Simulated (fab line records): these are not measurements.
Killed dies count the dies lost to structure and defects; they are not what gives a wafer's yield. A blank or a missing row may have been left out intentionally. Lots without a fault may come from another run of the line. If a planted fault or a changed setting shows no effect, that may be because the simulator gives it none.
Chamber matching | flow nandHarc | NHARC_A_STAIRCASE_DEP_280 on pecvd-04 has 3 sister chambers
The step deposits SiON, target thk 30 nm. 14 wafers are shown with their chamber, then 7 later ones without.

## WAFERS WITH THEIR CHAMBER
wafer  | chamber | heaterPowerW (W)
L735.2 | 2       | 778
L735.3 | 1       | 718
L735.4 | 2       | 751
L738.1 | 1       | 739
L738.2 | 0       | 843
L738.6 | 0       | 828
L736.2 | 0       | 880
L736.3 | 2       | 902
L736.5 | 0       | 878
L739.2 | 1       | 838
L739.4 | 0       | 880
L739.5 | 2       | 885
L741.1 | 0       | 731
L741.2 | 1       | 731

SIGNATURES (averages over the wafers above)
reading      | chamber 0 | chamber 1 | chamber 2 | scatter within a chamber
heaterPowerW | 840.00    | 756.50    | 829.00    | 62.5
Rule: distance of a wafer from a chamber = root of the sum over the readings of ((wafer's reading minus chamber's mean) / reading's scatter) squared. If the next closest chamber is less than 2 further off than the closest, the wafer can't be placed; otherwise it belongs to the closest. How the scatter is found: for the shown wafers, subtract from each reading the mean of its chamber, square and add these, divide the total by (wafers less chambers), then take the root.

## WAFERS MISSING THEIR CHAMBER
wafer  | heaterPowerW (W)
L741.3 | 861
L745.1 | 823
L745.2 | 883
L745.6 | 886
L743.1 | 879
L743.3 | 742
L743.5 | 792

## WHICH CHAMBER EACH ONE RAN IN
wafer  | from the rows above          | in truth
L741.3 | can't be placed: 0 or 2 or 1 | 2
L745.1 | can't be placed: 2 or 0 or 1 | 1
L745.2 | can't be placed: 0 or 2 or 1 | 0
L745.6 | can't be placed: 0 or 2 or 1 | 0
L743.1 | can't be placed: 0 or 2 or 1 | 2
L743.3 | can't be placed: 1 or 2 or 0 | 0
L743.5 | can't be placed: 1 or 2 or 0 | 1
Correct placement for 0 of the 7. Unplaceable from these rows: 7, with the true chamber sitting among the candidates in 7. Number placed wrongly: 0.
